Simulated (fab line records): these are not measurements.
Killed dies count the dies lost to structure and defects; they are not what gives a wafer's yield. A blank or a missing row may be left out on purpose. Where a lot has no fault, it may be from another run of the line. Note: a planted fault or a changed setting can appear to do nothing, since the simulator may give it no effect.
fab line records -- flow n5Finfet
record lots=12, wafers=36, lastDay=17
route steps=1938 shown MIM_TOP_ETCH@1853 MIM_BOT_ETCH@1870 PASS1_CAP@1874 TV_LITHO@1884 PASSIVATION@1936
lots that met no fault: taken from a fault-free run of the same line
startH: start of the lot's first displayed wafer, in hours after the record's first day -- waitH: hours since the lot's step before -- " same as the row above -- L1.1+2: a single row standing in for several wafers -- - no value present, or no start provided -- * or withheld: withheld -- < > ~ a bound
route shown NAME@n: names a module that has steps shown in the file, with the first one's number in the route -- usual: average and standard deviation across the fault-free wafers -- same: alike in all rows -- chamber/n: place in a boat -- sites: the reading at each site -- _std_site: their standard deviation -- _edge_site: mean of outer sites minus mean of inner sites -- radiusMm: how far each site lies from the wafer's centre -- mask NAME#n: copy n -- behind: the last tool/chamber to shape the wafer -- hold: reason for holding the lot/hours on hold/outcome of the hold -- device: which transistor (n, p or np) failed to switch -- end of line: the route-end tests of the same wafers -- a step without rows: its recipe alone -- killed: dies lost to structure and defects at the first sort, not the wafer's yield -- map: per-die view of a wafer (x killed, . not killed, _ where there is no die)
set.NAME: setting as actually run; set.NAME@STEP: the setting as run at that earlier step -- model.NAME: the simulator's own value behind a step, which no gauge read
route steps across a sampled set of lots; one table per step, one row per wafer
services: the hour from which a tool's chamber was out of use, counted from the record's first day as startH (under 0 if before that day), plus the number of hours and why
## steps
# step N5_MIM_TOP_ETCH_PECVD_03
# recipe material=SiNx, targetThkA=200, tempC=400, precursor=SiH4/NH3/N2, pressureTorr=1.5, rfW=300, timeS=17.6
# usual heaterPowerW=718/81, showerheadPlenumPTorr=5.14/0.057, throttleValvePct=39.4/2.1
lot.wafer,tool,chamber,startH,waitH,heaterPowerW,showerheadPlenumPTorr,sinceWetCleanH,throttleValvePct
L299.2,pecvd-04,1,250.25,-,765,5.09,1498,40.6
L299.3,pecvd-04,2,250.25,-,729,5.11,19,35.1
L299.5,pecvd-04,2,250.25,-,740,5.12,-,35.1
L301.1,pecvd-03,2,263.42,-,729,5.20,395,39.1
L301.4,pecvd-03,0,263.42,-,686,5.08,-,40.8
L301.6,pecvd-03,2,263.42,-,739,5.19,-,38.9
L300.1,pecvd-02,0,263.76,-,920,5.09,968,42.2
L300.3,pecvd-02,1,263.76,-,646,5.25,1693,39.1
L300.5,pecvd-02,1,263.76,-,654,5.25,-,39.1
L306.2,pecvd-03,1,290.89,-,780,5.22,1901,39.3
L306.4,pecvd-03,1,290.89,-,773,5.22,-,39.6
L306.5,pecvd-03,0,290.89,-,660,5.09,-,41.1
L307.1,pecvd-03,1,306.85,-,802,5.21,1917,39.6
L307.3,pecvd-03,2,306.85,-,647,5.18,-,39.3
L307.6,pecvd-03,2,306.85,-,632,5.20,-,39.2
L313.1,pecvd-02,2,344.09,-,660,5.10,294,36.7
L313.2,pecvd-02,0,344.09,-,856,5.10,1048,42.3
L313.4,pecvd-02,1,344.09,-,616,5.25,-,39.4
L312.1,pecvd-04,2,344.56,-,682,5.12,113,35.4
L312.3,pecvd-04,1,344.56,-,798,5.09,1592,40.6
L312.5,pecvd-04,0,344.56,-,721,5.11,-,41.1
L314.2,pecvd-03,0,355.26,-,753,5.08,1240,41.0
L314.3,pecvd-03,1,355.26,-,734,5.20,1965,39.8
L314.5,pecvd-03,0,355.26,-,741,5.09,-,40.9
L316.3,pecvd-02,1,355.33,-,684,5.24,1784,39.4
L316.4,pecvd-02,0,355.33,-,848,5.09,-,42.1
L316.6,pecvd-02,2,355.33,-,629,5.12,-,36.6
L315.2,pecvd-02,0,360.97,-,885,5.10,1065,42.3
L315.3,pecvd-02,2,360.97,-,732,5.10,311,36.9
L315.4,pecvd-02,1,360.97,-,570,5.25,-,39.2
L317.1,pecvd-04,0,365.77,-,675,5.11,888,41.2
L317.2,pecvd-04,1,365.77,-,734,5.10,1613,40.7
L317.5,pecvd-04,0,365.77,-,677,5.09,-,41.6
L322.1,pecvd-02,0,393.23,-,882,5.10,1097,42.3
L322.3,pecvd-02,1,393.23,-,633,5.26,1822,39.0
L322.5,pecvd-02,0,393.23,-,865,5.10,-,42.1
# step N5_MIM_BOT_ETCH_STRIP_02
# recipe chemistry=postEtchResidueRemover, timeS=1200, tempC=72.5
# usual bathGuardTempC=72.5/0.62, bathHeatDutyPct=14.8/1.5, tempC=72.48/0.12
lot.wafer,tool,chamber,startH,waitH,bathGuardTempC,bathHeatDutyPct,tempC
L299.2,wetBench-06,2,253.16,-,73.4,11.6,72.48
L299.3,wetBench-06,3,253.16,-,72.7,14.1,72.48
L299.5,wetBench-06,4,253.16,-,72.3,17.5,72.54
L301.1,wetBench-03,4,264.45,-,72.3,12.9,72.52
L301.4,wetBench-03,5,264.45,-,71.7,13.3,72.30
L301.6,wetBench-03,1,264.45,-,71.3,16.3,72.34
L300.1,wetBench-06,3,264.78,-,72.6,14.2,72.57
L300.3,wetBench-06,2,264.78,-,73.1,11.5,72.45
L300.5,wetBench-06,6,264.78,-,72.3,15.6,72.59
L306.2,wetBench-06,7,291.96,-,72.7,15.4,72.40
L306.4,wetBench-06,6,291.96,-,72.5,16.2,72.53
L306.5,wetBench-06,1,291.96,-,71.7,15.7,72.20
L307.1,wetBench-03,7,307.94,-,72.3,15.0,72.26
L307.3,wetBench-03,3,307.94,-,72.8,17.4,72.46
L307.6,wetBench-03,4,307.94,-,71.8,14.5,72.75
L313.1,wetBench-06,3,344.99,-,72.6,15.3,72.46
L313.2,wetBench-06,6,344.99,-,72.1,15.5,72.64
L313.4,wetBench-06,4,344.99,-,72.7,16.9,72.64
L312.1,wetBench-03,4,345.67,-,72.4,15.4,72.37
L312.3,wetBench-03,2,345.67,-,71.8,14.7,72.41
L312.5,wetBench-03,0,345.67,-,73.4,16.4,72.55
L314.2,wetBench-05,6,356.18,-,-,-,-
L314.3,wetBench-05,7,356.18,-,-,-,-
L314.5,wetBench-05,5,356.18,-,-,-,-
L316.3,wetBench-06,1,356.35,-,-,-,-
L316.4,wetBench-06,5,356.35,-,-,-,-
L316.6,wetBench-06,2,356.35,-,-,-,-
L315.2,wetBench-05,1,361.99,-,73.6,14.5,72.65
L315.3,wetBench-05,6,361.99,-,71.6,11.8,72.61
L315.4,wetBench-05,2,361.99,-,72.3,13.7,72.39
L317.1,wetBench-05,4,367.01,-,73.6,12.3,72.47
L317.2,wetBench-05,3,367.01,-,73.2,14.6,72.40
L317.5,wetBench-05,5,367.01,-,71.8,14.3,72.35
L322.1,wetBench-06,5,394.21,-,73.2,13.8,72.57
L322.3,wetBench-06,0,394.21,-,71.5,13.0,72.43
L322.5,wetBench-06,3,394.21,-,72.7,16.5,72.57
# step N5_PASSIVATION_PECVD_01
# recipe material=SiNx, targetThkA=2000, tempC=400, precursor=SiH4/NH3/N2, pressureTorr=4.9, rfW=1406, timeS=43.2
# usual heaterPowerW=361/80, showerheadPlenumPTorr=8.69/0.062, throttleValvePct=29.9/2
lot.wafer,tool,chamber,startH,waitH,heaterPowerW,showerheadPlenumPTorr,sinceWetCleanH,throttleValvePct
L299.2,pecvd-02,0,253.63,0.0,537,8.63,958,30.5
L299.3,pecvd-02,1,253.63,0.0,182,8.79,1683,28.6
L299.5,pecvd-02,2,253.63,0.0,277,8.62,-,26.8
L301.1,pecvd-01,2,264.92,0.0,390,8.73,571,28.8
L301.4,pecvd-01,0,264.92,0.0,276,8.59,-,31.1
L301.6,pecvd-01,2,264.92,0.0,401,8.75,-,28.9
L300.1,pecvd-03,1,265.28,0.0,340,8.73,1875,28.8
L300.3,pecvd-03,2,265.28,0.0,327,8.73,396,28.8
L300.5,pecvd-03,1,265.28,0.0,346,8.78,-,28.4
L306.2,pecvd-03,1,292.43,0.0,365,8.76,1903,28.8
L306.4,pecvd-03,1,292.43,0.0,375,8.75,-,29.1
L306.5,pecvd-03,2,292.43,0.0,375,8.73,-,28.6
L307.1,pecvd-01,2,308.43,0.0,417,8.72,615,29.2
L307.3,pecvd-01,2,308.43,0.0,433,8.73,-,29.1
L307.6,pecvd-01,1,308.43,0.0,345,8.72,-,34.1
L313.1,pecvd-01,2,345.45,0.0,404,8.73,652,29.3
L313.2,pecvd-01,0,345.45,0.0,327,8.62,1412,31.3
L313.4,pecvd-01,1,345.45,0.0,406,8.71,-,34.5
L312.1,pecvd-01,0,346.13,0.0,402,8.62,1413,31.2
L312.3,pecvd-01,2,346.13,0.0,445,8.75,652,29.3
L312.5,pecvd-01,1,346.13,0.0,484,8.71,-,34.4
L314.2,pecvd-02,1,356.65,0.0,305,8.82,1786,28.8
L314.3,pecvd-02,0,356.65,0.0,470,8.65,1061,31.0
L314.5,pecvd-02,0,356.65,0.0,480,8.61,-,30.9
L316.3,pecvd-02,0,356.82,0.0,517,8.62,1061,30.8
L316.4,pecvd-02,0,356.82,0.0,501,8.65,-,30.7
L316.6,pecvd-02,2,356.82,0.0,292,8.62,-,26.9
L315.2,pecvd-03,1,362.45,0.0,393,8.77,1973,29.1
L315.3,pecvd-03,2,362.45,0.0,344,8.74,494,29.0
L315.4,pecvd-03,2,362.45,0.0,356,8.71,-,29.2
L317.1,pecvd-03,2,367.48,0.0,326,8.71,499,29.1
L317.2,pecvd-03,0,367.48,0.0,314,8.62,1253,29.7
L317.5,pecvd-03,0,367.48,0.0,320,8.61,-,29.7
L322.1,pecvd-01,0,394.78,0.1,380,8.63,1461,30.8
L322.3,pecvd-01,0,394.78,0.1,394,8.59,-,31.4
L322.5,pecvd-01,0,394.78,0.1,412,8.61,-,31.6
# step N5_PASSIVATION_OVL_MEAS_60
# recipe pointsPerWafer=44
# usual TV_OVL=1/5.6
lot.wafer,tool,chamber,startH,waitH,TV_OVL[nm]
L299.2,overlay-02,0,254.15,0.0,6
L299.3,overlay-02,0,254.15,0.0,2
L299.5,overlay-02,0,254.15,0.0,-4
L301.1,overlay-02,0,265.45,0.0,1
L301.4,overlay-02,0,265.45,0.0,-2
L301.6,overlay-02,0,265.45,0.0,-5
L300.1,overlay-01,0,265.71,0.0,7
L300.3,overlay-01,0,265.71,0.0,3
L300.5,overlay-01,0,265.71,0.0,1
L306.2,overlay-02,0,292.96,0.0,-5
L306.4,overlay-02,0,292.96,0.0,-6
L306.5,overlay-02,0,292.96,0.0,-8
L307.1,overlay-01,0,308.88,0.0,0
L307.3,overlay-01,0,308.88,0.0,11
L307.6,overlay-01,0,308.88,0.0,0
L313.1,overlay-01,0,345.97,0.0,4
L313.2,overlay-01,0,345.97,0.0,-6
L313.4,overlay-01,0,345.97,0.0,-10
L312.1,overlay-02,0,347.97,0.0,-9
L312.3,overlay-02,0,347.97,0.0,-6
L312.5,overlay-02,0,347.97,0.0,-12
L314.2,overlay-01,0,358.40,0.0,2
L314.3,overlay-01,0,358.40,0.0,1
L314.5,overlay-01,0,358.40,0.0,-8
L316.3,overlay-01,0,358.56,0.0,-2
L316.4,overlay-01,0,358.56,0.0,1
L316.6,overlay-01,0,358.56,0.0,4
L315.2,overlay-02,0,362.85,0.0,-9
L315.3,overlay-02,0,362.85,0.0,-2
L315.4,overlay-02,0,362.85,0.0,-6
L317.1,overlay-02,0,367.87,0.0,-5
L317.2,overlay-02,0,367.87,0.0,4
L317.5,overlay-02,0,367.87,0.0,-5
L322.1,overlay-02,0,395.82,0.0,1
L322.3,overlay-02,0,395.82,0.0,-4
L322.5,overlay-02,0,395.82,0.0,-4
# step N5_PASSIVATION_PROBE_49
# usual defectLimitedYield=91.3/1.5, killed_at_M0_to_M3=34/9.4, killed_at_M4_up=13/5.3, killedAtContacts=13/5.7, killedAtFrontEnd=40/10, killedAtOther=3.7/2.8, killedDies=103/17, killedOpen=67/13, killedShort=35/8.5, sort_bin_5_function=5.0/0.98, sort_bin_6_memory=3.3/0.7, sortNPass=1077/17, sortYieldPct=91.3/1.5
# same grossDies=1180, killedAtBackSide=0, sort_bin_4_leakage[%]=0, sort_bin_8_speed[%]=0
lot.wafer,tool,chamber,startH,waitH,defectLimitedYield[%],killed_at_M0_to_M3,killed_at_M4_up,killedAtContacts,killedAtFrontEnd,killedAtOther,killedDies,killedOpen,killedShort,sort_bin_5_function[%],sort_bin_6_memory[%],sortNPass,sortYieldPct[%]
L301.1,prober-02,-,272.68,0.0,90.1,41,11,14,51,0,117,69,47,5.7,3.7,1063,90.1
L301.4,prober-02,-,272.83,0.2,93.0,26,10,13,33,1,83,57,24,4.2,2.5,1097,93.0
L301.6,prober-02,-,272.93,0.3,93.5,37,8,9,19,4,77,51,24,3.6,2.8,1103,93.5
L300.1,prober-01,-,273.48,0.0,88.8,50,12,25,34,11,132,95,35,6.7,4.0,1048,88.8
L300.3,prober-01,-,273.58,0.1,90.9,43,7,20,34,3,107,77,29,5.3,3.4,1073,90.9
L300.5,prober-01,-,273.68,0.2,89.7,41,13,14,46,8,122,91,31,6.4,3.6,1058,89.7
L306.2,prober-02,-,303.59,0.1,90.3,43,9,14,46,3,115,78,37,5.4,4.2,1065,90.3
L306.4,prober-02,-,303.69,0.2,91.1,39,13,12,36,5,105,69,35,5.2,3.6,1075,91.1
L306.5,prober-02,-,303.74,0.2,91.9,40,9,10,33,3,95,71,24,4.6,3.2,1085,91.9
L307.1,prober-01,-,316.04,0.0,91.2,18,14,9,60,3,104,66,37,4.8,3.5,1076,91.2
L307.3,prober-01,-,316.14,0.1,91.9,27,30,12,22,4,95,69,22,4.6,3.2,1085,91.9
L307.6,prober-01,-,316.29,0.3,89.6,36,12,14,55,6,123,71,50,5.5,4.6,1057,89.6
L313.1,prober-02,-,353.17,0.0,89.3,44,12,14,53,3,126,84,42,5.8,4.4,1054,89.3
L313.2,prober-02,-,353.22,0.1,89.1,52,14,6,52,5,129,84,45,6.6,4.0,1051,89.1
L313.4,prober-02,-,353.32,0.2,92.7,31,10,13,32,0,86,45,41,3.8,3.3,1094,92.7
L312.1,prober-01,-,355.52,0.0,90.8,24,17,11,51,5,108,70,37,5.1,3.7,1072,90.8
L312.3,prober-01,-,355.62,0.1,90.5,25,6,18,59,4,112,68,44,5.7,3.5,1068,90.5
L312.5,prober-01,-,355.72,0.2,91.9,26,7,15,39,8,95,67,27,4.7,3.1,1085,91.9
L314.2,prober-01,-,365.21,0.1,87.6,59,14,17,52,4,146,81,65,7.5,4.8,1034,87.6
L314.3,prober-01,-,365.26,0.1,91.0,30,22,15,34,5,106,56,50,4.8,3.9,1074,91.0
L314.5,prober-01,-,365.36,0.2,88.4,32,22,24,55,4,137,83,52,6.4,4.6,1043,88.4
L315.2,prober-02,-,370.13,0.2,89.7,28,17,12,57,7,121,76,35,5.1,4.2,1059,89.7
L315.3,prober-02,-,370.18,0.3,92.0,42,13,2,32,5,94,70,24,4.6,3.0,1086,92.0
L315.4,prober-02,-,370.23,0.3,93.5,31,10,3,31,2,77,48,27,3.9,2.3,1103,93.5
L317.1,prober-02,-,374.65,0.0,93.6,24,6,13,31,2,76,54,22,3.0,3.3,1104,93.6
L317.2,prober-02,-,374.70,0.1,93.6,35,7,6,27,0,75,61,14,3.2,3.0,1105,93.6
L317.5,prober-02,-,374.85,0.2,91.3,37,15,6,41,4,103,64,36,4.3,3.6,1077,91.3
# killed by level:class
L301.1 STI_FIN_REVEAL:geometricParticle:open=13 MOL_CONTACT_COAG:geometricParticle:open=10 BEOL_M1:geometricParticle:short=9 BEOL_M3:geometricParticle:open=9 BEOL_M0_SAQP:geometricParticle:short=8 FIN_SAQP:geometricParticle:short=7 GATE_CUT:geometricParticle:short=7 FIN_SAQP:geometricParticle:open=6
L301.4 BEOL_M1:geometricParticle:open=10 MOL_CONTACT_COAG:geometricParticle:open=9 GATE_CUT:geometricParticle:open=5 BEOL_M2:geometricParticle:open=5 STARTING-WAFER:geometricParticle:open=5 GATE_CUT:geometricParticle:short=4 MOL_CONTACT_COAG:geometricParticle:short=4 BEOL_M0_SAQP:geometricParticle:open=4
L301.6 BEOL_M0_SAQP:geometricParticle:short=8 BEOL_M1:geometricParticle:open=8 MOL_CONTACT_COAG:geometricParticle:open=7 BEOL_M2:geometricParticle:open=6 BEOL_M3:geometricParticle:open=6 BEOL_M3:geometricParticle:short=4 STI_FIN_REVEAL:geometricParticle:open=3 ILD0:geometricParticle:short=3
L300.1 MOL_CONTACT_COAG:geometricParticle:open=19 BEOL_M1:geometricParticle:open=16 FIN_SAQP:geometricParticle:open=12 BEOL_M3:geometricParticle:open=10 BEOL_M0_SAQP:geometricParticle:open=9 MOL_CONTACT_COAG:geometricParticle:short=6 BEOL_M0_SAQP:geometricParticle:short=6 BEOL_M2:geometricParticle:open=6
L300.3 MOL_CONTACT_COAG:geometricParticle:open=15 BEOL_M0_SAQP:geometricParticle:open=11 BEOL_M2:geometricParticle:open=11 BEOL_M1:geometricParticle:open=7 FIN_SAQP:geometricParticle:open=6 DUMMY_GATE:geometricParticle:open=5 MOL_CONTACT_COAG:geometricParticle:short=5 BEOL_M3:geometricParticle:open=5
L300.5 STI_FIN_REVEAL:geometricParticle:open=19 MOL_CONTACT_COAG:geometricParticle:open=10 FIN_SAQP:geometricParticle:open=9 BEOL_M0_SAQP:geometricParticle:open=9 BEOL_M2:geometricParticle:open=9 BEOL_M1:geometricParticle:open=8 BEOL_M0_SAQP:geometricParticle:short=5 BEOL_M4:geometricParticle:open=5
L306.2 STI_FIN_REVEAL:geometricParticle:open=14 MOL_CONTACT_COAG:geometricParticle:open=12 BEOL_M0_SAQP:geometricParticle:open=11 DUMMY_GATE:geometricParticle:open=9 BEOL_M0_SAQP:geometricParticle:short=8 BEOL_M3:geometricParticle:open=8 GATE_CUT:geometricParticle:short=7 BEOL_M4:geometricParticle:open=5
L306.4 BEOL_M0_SAQP:geometricParticle:open=14 BEOL_M0_SAQP:geometricParticle:short=11 MOL_CONTACT_COAG:geometricParticle:open=8 FIN_SAQP:geometricParticle:open=7 DUMMY_GATE:geometricParticle:open=7 BEOL_M4:geometricParticle:open=7 FIN_SAQP:geometricParticle:short=6 GATE_CUT:geometricParticle:short=5
L306.5 BEOL_M0_SAQP:geometricParticle:open=12 DUMMY_GATE:geometricParticle:open=9 MOL_CONTACT_COAG:geometricParticle:open=8 BEOL_M3:geometricParticle:open=8 BEOL_M1:geometricParticle:open=6 STI_FIN_REVEAL:geometricParticle:open=5 BEOL_M0_SAQP:geometricParticle:short=5 FIN_SAQP:geometricParticle:short=4
L307.1 FIN_SAQP:geometricParticle:short=13 FIN_SAQP:geometricParticle:open=10 STI_FIN_REVEAL:geometricParticle:open=7 ILD0:geometricParticle:open=7 MOL_CONTACT_COAG:geometricParticle:open=7 BEOL_M4:geometricParticle:open=6 STARTING-WAFER:geometricParticle:open=6 BEOL_M3:geometricParticle:open=5
L307.3 BEOL_M4:geometricParticle:open=14 MOL_CONTACT_COAG:geometricParticle:open=10 BEOL_M1:geometricParticle:open=7 BEOL_M2:geometricParticle:open=6 FIN_SAQP:geometricParticle:short=5 BEOL_M3:geometricParticle:open=5 STI_FIN_REVEAL:geometricParticle:open=4 BEOL_M0:geometricParticle:open=4
L307.6 FIN_SAQP:geometricParticle:short=24 FIN_SAQP:geometricParticle:open=13 MOL_CONTACT_COAG:geometricParticle:open=11 BEOL_M3:geometricParticle:open=10 BEOL_M0_SAQP:geometricParticle:short=6 BEOL_M0_SAQP:geometricParticle:open=5 DUMMY_GATE:geometricParticle:open=5 BEOL_M1:geometricParticle:open=5
L313.1 FIN_SAQP:geometricParticle:open=19 MOL_CONTACT_COAG:geometricParticle:open=14 STI_FIN_REVEAL:geometricParticle:open=11 FIN_SAQP:geometricParticle:short=8 BEOL_M0_SAQP:geometricParticle:open=8 BEOL_M0_SAQP:geometricParticle:short=8 BEOL_M3:geometricParticle:open=6 BEOL_M3:geometricParticle:short=5
L313.2 FIN_SAQP:geometricParticle:open=16 BEOL_M2:geometricParticle:open=14 FIN_SAQP:geometricParticle:short=12 BEOL_M0_SAQP:geometricParticle:open=10 BEOL_M1:geometricParticle:open=10 BEOL_M0_SAQP:geometricParticle:short=6 BEOL_M4:geometricParticle:open=6 MOL_CONTACT_COAG:geometricParticle:open=5
L313.4 MOL_CONTACT_COAG:geometricParticle:open=9 FIN_SAQP:geometricParticle:short=8 FIN_SAQP:geometricParticle:open=7 BEOL_M0_SAQP:geometricParticle:short=7 BEOL_M1:geometricParticle:open=6 MOL_CONTACT_COAG:geometricParticle:short=4 BEOL_M0_SAQP:geometricParticle:open=4 BEOL_M2:geometricParticle:short=4
L312.1 MOL_CONTACT_COAG:geometricParticle:open=10 BEOL_M2:geometricParticle:open=9 STI_FIN_REVEAL:geometricParticle:open=7 FIN_SAQP:geometricParticle:open=6 GATE_CUT:geometricParticle:short=6 GATE_CUT:geometricParticle:open=6 BEOL_M4:geometricParticle:open=6 STARTING-WAFER:geometricParticle:short=5
L312.3 FIN_SAQP:geometricParticle:open=13 MOL_CONTACT_COAG:geometricParticle:open=11 BEOL_M2:geometricParticle:open=10 STI_FIN_REVEAL:geometricParticle:open=8 FIN_SAQP:geometricParticle:short=7 MOL_CONTACT_COAG:geometricParticle:short=7 STI_FIN_REVEAL:geometricParticle:short=6 ILD0:geometricParticle:short=5
L312.5 MOL_CONTACT_COAG:geometricParticle:open=14 BEOL_M2:geometricParticle:open=12 GATE_CUT:geometricParticle:short=8 STARTING-WAFER:geometricParticle:open=7 FIN_SAQP:geometricParticle:open=6 BEOL_M0_SAQP:geometricParticle:open=4 FIN_SAQP:geometricParticle:short=3 STI_FIN_REVEAL:geometricParticle:open=3
L314.2 FIN_SAQP:geometricParticle:short=18 MOL_CONTACT_COAG:geometricParticle:open=15 BEOL_M0_SAQP:geometricParticle:short=15 BEOL_M0_SAQP:geometricParticle:open=14 BEOL_M2:geometricParticle:open=11 BEOL_M1:geometricParticle:open=11 FIN_SAQP:geometricParticle:open=9 GATE_CUT:geometricParticle:short=7
L314.3 FIN_SAQP:geometricParticle:short=14 MOL_CONTACT_COAG:geometricParticle:open=12 FIN_SAQP:geometricParticle:open=9 BEOL_M1:geometricParticle:short=9 BEOL_M4:geometricParticle:open=7 BEOL_M0_SAQP:geometricParticle:open=6 BEOL_M4:geometricParticle:short=5 MOL_CONTACT_COAG:geometricParticle:short=3
L314.5 MOL_CONTACT_COAG:geometricParticle:open=20 FIN_SAQP:geometricParticle:open=19 FIN_SAQP:geometricParticle:short=18 BEOL_M0_SAQP:geometricParticle:short=11 BEOL_M0_SAQP:geometricParticle:open=6 DUMMY_GATE:geometricParticle:open=5 BEOL_M4:geometricParticle:open=5 BEOL_M4:geometricParticle:short=5
L315.2 FIN_SAQP:geometricParticle:open=15 MOL_CONTACT_COAG:geometricParticle:open=9 BEOL_M2:geometricParticle:open=9 HKMG_FIN:areaEtch=9 DUMMY_GATE:geometricParticle:open=8 BEOL_M0_SAQP:geometricParticle:short=7 BEOL_M4:geometricParticle:open=7 STI_FIN_REVEAL:geometricParticle:open=5
L315.3 BEOL_M4:geometricParticle:open=10 FIN_SAQP:geometricParticle:open=9 DUMMY_GATE:geometricParticle:open=9 BEOL_M0_SAQP:geometricParticle:short=9 BEOL_M1:geometricParticle:open=7 BEOL_M3:geometricParticle:open=7 BEOL_M0_SAQP:geometricParticle:open=6 BEOL_M2:geometricParticle:open=6
L315.4 FIN_SAQP:geometricParticle:open=10 BEOL_M0_SAQP:geometricParticle:short=9 DUMMY_GATE:geometricParticle:open=7 BEOL_M0_SAQP:geometricParticle:open=7 BEOL_M3:geometricParticle:open=7 BEOL_M4:geometricParticle:open=7 FIN_SAQP:geometricParticle:short=3 DUMMY_GATE:geometricParticle:short=3
L317.1 MOL_CONTACT_COAG:geometricParticle:open=12 BEOL_M0_SAQP:geometricParticle:open=10 BEOL_M2:geometricParticle:open=6 FIN_SAQP:geometricParticle:short=5 GATE_CUT:geometricParticle:short=5 FIN_SAQP:geometricParticle:open=4 STARTING-WAFER:geometricParticle:open=3 FIN_CUT:geometricParticle:open=2
L317.2 BEOL_M2:geometricParticle:open=14 BEOL_M0_SAQP:geometricParticle:open=11 STI_FIN_REVEAL:geometricParticle:open=10 FIN_SAQP:geometricParticle:short=4 MOL_CONTACT_COAG:geometricParticle:open=4 BEOL_M3:geometricParticle:open=4 BEOL_M4:geometricParticle:open=4 FIN_SAQP:geometricParticle:open=3
L317.5 BEOL_M3:geometricParticle:open=14 BEOL_M5:geometricParticle:open=9 DUMMY_GATE:geometricParticle:open=8 STARTING-WAFER:geometricParticle:open=8 BEOL_M0_SAQP:geometricParticle:short=7 FIN_SAQP:geometricParticle:short=6 MOL_CONTACT_COAG:geometricParticle:open=5 GATE_CUT:geometricParticle:short=4
## services
tool,chamber,startH,hours,kind
pecvd-03,2,237.15,4.5,repair
wetBench-05,-,242.65,4.4,pm
pecvd-01,0,271.13,58.4,repair
pecvd-02,0,272.02,2.1,scheduledDown
pecvd-01,2,280.52,5.9,repair
pecvd-03,2,303.09,2.1,scheduledDown
pecvd-04,1,306.67,2.1,scheduledDown
pecvd-04,-,330.61,0.5,repair
pecvd-04,2,341.74,2.1,scheduledDown
pecvd-04,-,351.58,5.5,pm
pecvd-01,1,383.65,-,clean
pecvd-01,1,383.65,-,consumableReplace:showerhead
pecvd-01,2,392.74,5.5,scheduledDown
## key
firstSign step=N5_MIM_BOT_ETCH_STRIP_02, reading=toolRecord, direction=missing
effect none on later readings
metAt N5_MIM_BOT_ETCH_STRIP_02
struckLots L314,L316
notActingAt N5_MIM_TOP_ETCH_PECVD_03,N5_PASSIVATION_PECVD_01,N5_PASSIVATION_OVL_MEAS_60
onsetBetween 344.99 356.18
fault kind=skippedStepWhole, tool=wetBench-05,wetBench-06, chamber=-, onsetH=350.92, steps=N5_MIM_BOT_ETCH_STRIP_02, scope=struckLotsOnly
